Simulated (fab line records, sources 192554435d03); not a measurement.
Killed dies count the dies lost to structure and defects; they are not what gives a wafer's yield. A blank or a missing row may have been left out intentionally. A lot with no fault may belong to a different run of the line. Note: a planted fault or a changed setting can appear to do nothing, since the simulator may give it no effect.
Split-lot trial -- flow n5Finfet -- 21 wafers read from 7 lots, route of 1938 steps

== ON THE SPLIT ==
At N5_WELL_APT_COAT_19 (resist thk 950 nm), the setting spinRpm was moved away from the recipe's 1357 rpm on 9 of the 21 wafers read, by -6.7% to +11.0%. This setting was run at the recipe's value on the other wafers.

The reading comes from the split's own step.

== THE READING ==
coat_of_WELL_APT_COAT_19.thkNm (the simulator's own value, which no gauge read), in nm, at N5_WELL_APT_COAT_19 (resist thk 950 nm). There is no usual value for it anywhere in the file. The 12 wafers here that ran the recipe average 951.7 nm, standard deviation 1.5 nm.

wafer,"tool, chamber at the split","spinRpm as run, rpm",against the recipe,"coat_of_WELL_APT_COAT_19.thkNm, nm",against lot-mates on the recipe
L074.3,"lithoTrack-03, 0",1422,+4.8%,930.1,-20.8
L074.4,"lithoTrack-03, 0",1357,recipe,950.9,-
L074.6,"lithoTrack-03, 0",1422,+4.8%,928.8,-22.1
L078.3,"lithoTrack-03, 0",1506,+11.0%,902.1,-49.5
L078.4,"lithoTrack-03, 0",1506,+11.0%,905.2,-46.4
L078.5,"lithoTrack-03, 0",1357,recipe,951.6,-
L080.1,"lithoTrack-04, 0",1357,recipe,953.4,-
L080.5,"lithoTrack-04, 0",1357,recipe,952.9,-
L080.6,"lithoTrack-04, 0",1357,recipe,952.9,-
L083.1,"lithoTrack-03, 0",1357,recipe,950.8,-
L083.4,"lithoTrack-03, 0",1357,recipe,953.2,-
L083.5,"lithoTrack-03, 0",1357,recipe,950.2,-
L084.3,"lithoTrack-02, 0",1357,recipe,951.2,-
L084.4,"lithoTrack-02, 0",1408,+3.8%,931.3,-19.9
L084.5,"lithoTrack-02, 0",1408,+3.8%,931.2,-20.0
L093.2,"lithoTrack-04, 0",1357,recipe,951.4,-
L093.4,"lithoTrack-04, 0",1357,recipe,948.3,-
L093.6,"lithoTrack-04, 0",1266,-6.7%,983,+33.2
L094.2,"lithoTrack-03, 0",1357,recipe,953.1,-
L094.5,"lithoTrack-03, 0",1316,-3.0%,967.4,+14.3
L094.6,"lithoTrack-03, 0",1316,-3.0%,965.6,+12.5

THE FIT
A straight line over all 21 wafers: coat_of_WELL_APT_COAT_19.thkNm changes by -4.54 nm for each +1% of spinRpm; r = -1.00; the points scatter about the line by 1.9 nm.
The same after taking each lot's own level away (the mean of its wafers on the recipe; 21 wafers): -4.52 nm for each +1%; r = -1.00; scatter 1.6 nm.
Per that fit: largest spinRpm move, reading shift of 50 nm.
The span of the lots' own levels, 949.85 to 953.10 nm, comes to 2.2 times the standard deviation stated above.
So the lot-to-lot level changes the slope little: the two slopes agree.
Check: with one of the wafers moved furthest among these (+11.0%) left out of the fit, the line predicts -49.7 nm for it against its lot-mates. Against them it came out at -49.5 nm.

== FILE'S OWN FIT ==
coat_of_WELL_APT_COAT_19.thkNm changes by -4.57 nm for each +1% of spinRpm, r = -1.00.
